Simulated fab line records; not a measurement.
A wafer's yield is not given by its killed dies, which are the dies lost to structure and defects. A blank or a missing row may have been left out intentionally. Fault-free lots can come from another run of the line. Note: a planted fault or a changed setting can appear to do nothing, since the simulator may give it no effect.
Comparing a struck lot with a sound one || flow n5-finfet || 39 out of 1938 route steps
Sound: these wafers, L111.4, L111.5, L111.6. Struck: wafers L110.2, L110.5, L110.6. Last of all comes the cause.
Per side, at each step with rows, come the tool, then ch with its chambers, and then its first start. Under that, the readings that differ: sound wafers || struck wafers || difference of the means || sigmas: that difference in standard deviations of wafers without a fault.
alike: readings whose means differ by less than 2 such deviations, and words and numbers that are the same on both sides. not compared: withheld readings, readings that some wafer has no value for, bounds like >300 that may hide the same value, and numbers for which the record gives no deviation and whose values overlap.
Wherever a step has rows on one side only, a row that says differs or no value, or a row with sigmas, the two part there. Numbers that don't overlap but have no deviation are shown without sigmas and don't part them. Lack of a reading on every wafer of one side parts them only where that side has two or more wafers.

first, 9 steps without rows for these wafers: N5_BEOL_M4_ANNEAL_95 (time 240 s); N5_BEOL_M4_SPUTTER_96 (material Cu, target thk 4.5 nm, time 8.29 s); N5_BEOL_M4_ECD_50 (material Cu, target thk 300 nm); N5_BEOL_M4_ANNEAL_51 (time 90 s); N5_BEOL_M4_CMP_52 (polishes, stops on SiOC, t overpolish 6.8 s, target thk 40 nm); N5_BEOL_M4_PRE_CLEAN_60 (time 15 s); N5_BEOL_M4_CO_CAP_55 (material Co, precursor CCTBA/H2, target thk 2 nm, time 102.1 s); N5_BEOL_M4_PRE_CLEAN_56 (time 15 s); N5_BEOL_M4_DEP_57 (deposits SiCN from 3MS/NH3, target thk 8 nm, time 14 s).
N5_BEOL_M4_RC_MEAS_101:
  sound on prober-02 ch 0, day 13 16:05; struck on prober-01 ch 0, day 13 14:21
  alike: DIBL_N, DIBL_P, IOFF_N, IOFF_P, ION_N, ION_P, SS_N, SS_P, VT_N, VT_P
then, 24 steps without rows for these wafers: N5_BEOL_M5_ILD_DEP_00 (deposits SiCOH lowk from DEMS/porogen, target thk 140.64 nm, time 25.9 s); N5_BEOL_M5_CURE_79 (cures SiCOH lowk, time 240 s); N5_BEOL_M5_PECVD_70 (deposits SiO2 from TEOS/O2, target thk 16 nm, time 18 s); N5_BEOL_M5_HM_DEP_02 (deposits TiN, target thk 20 nm); N5_BEOL_M5_COAT_59 (time 60 s, resist thk 60 nm); N5_BEOL_M5_COAT_60 (time 60 s, resist thk 12 nm); N5_BEOL_M5_COAT_71 (time 60 s, resist thk 5 nm); N5_BEOL_M5_COAT_05 (resist thk 30 nm); N5_BEOL_M5_EBR_07; N5_BEOL_M5_SOFTBAKE_06 (time 60 s); N5_BEOL_M5_EXPOSE_08 (exposes mask M5, target cd 28 nm); N5_BEOL_M5_PEB_09 (peb time 60 s); N5_BEOL_M5_DEVELOP_10 (develop time 30 s); N5_BEOL_M5_DESCUM_16 (chemistry O2, time 7 s); N5_BEOL_M5_ETCH_72 (etches underlayer in N2/H2, target depth 6.5 nm, time 5.2 s); N5_BEOL_M5_ETCH_61 (etches SiARC in CF4, target depth 15.6 nm, time 26 s); N5_BEOL_M5_ETCH_62 (etches SOC in N2/H2, target depth 75 nm, overetch 15 nm, time 112.5 s); N5_BEOL_M5_STRIP_63 (strips in N2/H2); N5_BEOL_M5_STRIP_73 (strips in N2/H2); N5_BEOL_M5_STRIP_64 (strips in CF4); N5_BEOL_M5_HM_OPEN_17 (chemistry Cl2/BCl3, target TiN, target depth 20 nm, overetch 6 nm); N5_BEOL_M5_STRIP_19 (strips in O2); N5_BEOL_M5_COAT_65 (time 60 s, resist thk 60 nm); N5_BEOL_M5_COAT_66 (time 60 s, resist thk 12 nm).
N5_BEOL_M6_EXPOSE_25: exposes mask V5, target cd 40 nm.
  sound on euv-scanner-02 ch 0, day 14 10:35; struck on euv-scanner-01 ch 0, day 14 10:45
{"reading": "exposure-dose-mJ-cm2", "sound": "45.00 44.99 45.01", "struck": "39.81 39.80 39.80", "difference": -5.20, "sigmas": -56}
  alike: mask
N5_BEOL_M6_CD_MEAS_28: target cd 40 nm.
  sound on cd-sem-03 ch 0, day 14 10:43; struck on cd-sem-01 ch 0, day 14 10:52
{"reading": "cd-nm (nm)", "sound": "39.42 40.31 39.94", "struck": "36.84 36.64 36.59", "difference": -3.20, "sigmas": -13}
N5_BEOL_M6_DESCUM_33: chemistry O2, time 7 s.
  sound on rie-diel-03 ch 0,1,2, day 14 11:13; struck on rie-diel-03 ch 0,3, day 14 11:54
{"reading": "model.BEOL_M6.cd-nm (nm)", "sound": "39.6 40.2 40", "struck": "37 37.2 37", "difference": -3, "sigmas": ""}
  alike: bias-power-w, drypump-motor-current-A, oes-product-au, rf-vpp-V, showerhead-plenum-p-Torr, throttle-valve-pct
  not compared: rf-hours-counter-h
N5_BEOL_M6_VIA_ETCH_34: etches SiCOH lowk in C4F6/O2, target depth 126.3 nm, time 50.9 s.
  sound on rie-diel-03 ch 0,1,2, day 14 11:23; struck on rie-diel-03 ch 0,3, day 14 12:05
{"reading": "model.BEOL_M6.cd-nm (nm)", "sound": "39.8 40.2 40", "struck": "37.2 37.2 37", "difference": -2.9, "sigmas": ""}
  alike: drypump-motor-current-A, mfc-ar-sccm, oes-product-au, rf-vpp-V, showerhead-plenum-p-Torr, throttle-valve-pct
  not compared: rf-hours-counter-h
-- the record jumps here: 3 days lie between the struck wafers' starts before and after (it left off in module BEOL_M6 and takes up again in module PASSIVATION, whose first step shown is number 1936 of the route) --
N5_PASSIVATION_PROBE_49:
  only the struck wafers here have rows in the record (prober-02, day 17 21:13); the sound ones have none

## WHERE THEY PART
Last at N5_PASSIVATION_PROBE_49 as far as this record goes, first at N5_BEOL_M6_EXPOSE_25.

WHY: what had been put in by the simulator
Process parameter drift: euv-scanner-01, from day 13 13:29 on, at N5_BEOL_M6_EXPOSE_25. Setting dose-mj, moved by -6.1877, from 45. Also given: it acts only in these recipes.
